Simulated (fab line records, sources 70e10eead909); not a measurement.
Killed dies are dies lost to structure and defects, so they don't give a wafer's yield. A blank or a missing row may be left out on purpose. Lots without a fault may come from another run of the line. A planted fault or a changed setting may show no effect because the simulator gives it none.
Which tool did it? | flow nand_harc | 13 lots, 39 wafers sampled, at 4 steps of a route of 1159

WHAT THE GAUGES READ, wafer by wafer
NHARC_A_BONDPAD_THK_MEAS_20: measures by xrf. Usual: thk_nm 169.8 nm, standard deviation 1.4.
lot  | measured     | on            | thk_nm (nm)       | flag
L793 | day 18 10:26 | film_metro-02 | 169.8 171.3 170.1 |
L797 | day 18 11:44 | film_metro-02 | 171.6 171.4 172.3 |
L794 | day 18 12:18 | film_metro-01 | 168.6 169.8 168.3 |
L795 | day 18 15:45 | film_metro-01 | 169.7 170.0 170.8 |
L796 | day 19 07:20 | film_metro-02 | 170.3 168.5 170.1 |
L798 | day 19 08:50 | film_metro-02 | 170.5 169.0 170.5 |
L800 | day 19 13:12 | film_metro-02 | 168.3 170.1 169.3 |
L805 | day 22 06:23 | film_metro-02 | 168.0 169.1 169.6 |
L809 | day 22 12:32 | film_metro-02 | 169.6 167.5 169.2 |
L812 | day 22 15:25 | film_metro-01 | 167.9 168.9 167.5 |
L811 | day 23 08:48 | film_metro-02 | 166.6 170.2 169.8 |
L813 | day 23 11:21 | film_metro-01 | 171.1 169.9 173.0 |
L815 | day 23 16:54 | film_metro-02 | 170.5 169.4 169.1 |

NHARC_END_SORT_01. Usual: defect_limited_yield 95.7 %, standard deviation 1.5; killed_at_array 25, standard deviation 9.8; killed_at_other 0.8, standard deviation 1.1; killed_at_periphery 3.3, standard deviation 2.1; killed_dies 29, standard deviation 10; killed_open 3.3, standard deviation 1.8; killed_short 1.9, standard deviation 1.4; sort_bin_2_pct 1.3 %, standard deviation 0.6; sort_bin_3_pct 0.25 %, standard deviation 0.23; sort_bin_4_pct 2.8 %, standard deviation 0.97; sort_n_pass 648, standard deviation 10; sort_rim_yield_pct 95 %, standard deviation 3.2; sort_yield_pct 95.7 %, standard deviation 1.5.
lot  | measured     | on        | defect_limited_yield (%) | killed_at_array | killed_at_other | killed_at_periphery | killed_dies | killed_open | killed_short | sort_bin_2_pct (%) | sort_bin_3_pct (%) | sort_bin_4_pct (%) | sort_n_pass | sort_rim_yield_pct (%) | sort_yield_pct (%) | flag
L796 | day 21 00:17 | prober-02 | 97.8 97.9 97.6           | 11 12 13        | 0 0 0           | 4 2 3               | 15 14 16    | 3 2 6       | 5 1 1        | 0.6 0.6 0.6        | 0 0 0              | 1.6 1.5 1.8        | 662 663 661 | 97 99 98               | 97.8 97.9 97.6     |
L800 | day 21 05:56 | prober-01 | 97.3 97.5                | 15 15           | 0 1             | 3 1                 | 18 17       | 3 3         | 0 4          | 1.2 0.9            | 0.15 0.15          | 1.3 1.5            | 659 660     | 99 98                  | 97.3 97.5          |
L805 | day 23 20:12 | prober-01 | 97.0 97.3 83.2           | 14 14 112       | 1 0 0           | 5 4 2               | 20 18 114   | 6 5 3       | 2 3 2        | 0.4 0.7 6.6        | 0.15 0.30 5.02     | 2.4 1.6 5.2        | 657 659 563 | 99 96 99               | 97.0 97.3 83.2     | OFF

WHICH TOOL RAN EACH LOT (tool, then ch and the chambers of the sampled wafers, then the start)
lot  | NHARC_A_M1_PRE_CLEAN_30      | NHARC_THIN_TSV_DEP_47
L793 | pvd_sputter-02, day 18 03:50 | pecvd-01 ch 0,1,2, day 19 04:47
L797 | pvd_sputter-02, day 18 05:49 | pecvd-02 ch 0,2, day 19 03:32
L794 | pvd_sputter-01, day 18 06:04 | pecvd-03 ch 0,1,2, day 19 07:13
L795 | pvd_sputter-02, day 18 09:11 | pecvd-02 ch 0,2, day 19 08:23
L796 | pvd_sputter-03, day 19 01:26 | pecvd-03 ch 1,2, day 20 00:39
L798 | pvd_sputter-03, day 19 02:29 | pecvd-03 ch 0,1,2, day 19 23:29
L800 | pvd_sputter-02, day 19 07:02 | pecvd-03 ch 0,1,2, day 20 05:59
L805 | pvd_sputter-02, day 22 00:22 | pecvd-02 ch 0,1,2, day 23 00:38
L809 | pvd_sputter-01, day 22 06:37 | pecvd-03 ch 0,2, day 23 03:40
L812 | pvd_sputter-01, day 22 09:19 | pecvd-03 ch 0,1,2, day 23 04:41
L811 | pvd_sputter-01, day 23 02:15 | pecvd-03 ch 0,2, day 23 23:29
L813 | pvd_sputter-03, day 23 05:21 | pecvd-03 ch 0,1,2, day 24 01:54
L815 | pvd_sputter-03, day 23 10:51 | pecvd-01 ch 0,1,2, day 24 08:41
- NHARC_A_M1_PRE_CLEAN_30: time 30 s.
- NHARC_THIN_TSV_DEP_47: deposits SiO2, target thk 200 nm.

WHAT THE TOOLS THEMSELVES READ (means of the sampled wafers that have a number; where no wafer has one, the mark that the record gives instead)
NHARC_A_M1_PRE_CLEAN_30. Usual: heater_power_w 417 W, standard deviation 60; susceptor_temp_C 279.99 C, standard deviation 0.18.
lot  | tool           | heater_power_w (W) | susceptor_temp_C (C) | flag
L793 | pvd_sputter-02 | 444                | 279.96               |
L797 | pvd_sputter-02 | 425                | -                    | OFF
L794 | pvd_sputter-01 | 454                | 279.88               |
L795 | pvd_sputter-02 | 401                | 279.90               |
L796 | pvd_sputter-03 | 460                | 279.95               |
L798 | pvd_sputter-03 | 411                | -                    | OFF
L800 | pvd_sputter-02 | 482                | 279.94               |
L805 | pvd_sputter-02 | 411                | 279.86               |
L809 | pvd_sputter-01 | 371                | 279.94               |
L812 | pvd_sputter-01 | 410                | 280.13               |
L811 | pvd_sputter-01 | 367                | 279.79               |
L813 | pvd_sputter-03 | 393                | 279.95               |
L815 | pvd_sputter-03 | 358                | 280.00               |

NHARC_THIN_TSV_DEP_47. Usual: showerhead_vpp_V 1829 V, standard deviation 100; throttle_valve_pct 15.9 %, standard deviation 0.41.
lot  | tool     | showerhead_vpp_V (V) | throttle_valve_pct (%) | flag
L793 | pecvd-01 | 1838                 | 16.1                   |
L797 | pecvd-02 | 1868                 | 16.2                   |
L794 | pecvd-03 | 1790                 | 15.6                   |
L795 | pecvd-02 | 1869                 | 16.3                   |
L796 | pecvd-03 | 1739                 | 15.4                   |
L798 | pecvd-03 | 1782                 | 15.8                   |
L800 | pecvd-03 | 1803                 | 15.7                   |
L805 | pecvd-02 | 1883                 | 15.9                   |
L809 | pecvd-03 | 1729                 | 15.6                   |
L812 | pecvd-03 | 1798                 | 15.8                   |
L811 | pecvd-03 | 1720                 | 15.7                   |
L813 | pecvd-03 | 1797                 | 15.8                   |
L815 | pecvd-01 | 1819                 | 16.3                   |

THE ANSWER, worked out from the rows above alone
Rule: a lot is off if the mean of its wafers that have a number lies more than 3 standard deviations from the usual mean. A lot without any number at a reading at which 4 lots or more have one is off too. The other lots that the step has rows for count as sound. The gauges are gone through in route order, then the tools' own readings, and for those a lot's mean is taken as printed above. The first step at which some lot is off is used, and at that step the reading that is off furthest; a lot without a number counts as furthest.
Off: L805, at NHARC_END_SORT_01 (sort_bin_3_pct). Neither off nor sound, because the step has no rows for them: L793, L797, L794, L795, L798, L809, L812, L811, L813, L815.
A tool fits if, at a process step before that reading, it ran every lot that is off, and no sound lot after the first of them. The gauges at NHARC_END_SORT_01 are tried like those tools. Can't be told from this: 3 tools fit, pvd_sputter-02 at NHARC_A_M1_PRE_CLEAN_30, pecvd-02 at NHARC_THIN_TSV_DEP_47, prober-01 at NHARC_END_SORT_01.

WHAT THE SIMULATOR HAD PUT IN
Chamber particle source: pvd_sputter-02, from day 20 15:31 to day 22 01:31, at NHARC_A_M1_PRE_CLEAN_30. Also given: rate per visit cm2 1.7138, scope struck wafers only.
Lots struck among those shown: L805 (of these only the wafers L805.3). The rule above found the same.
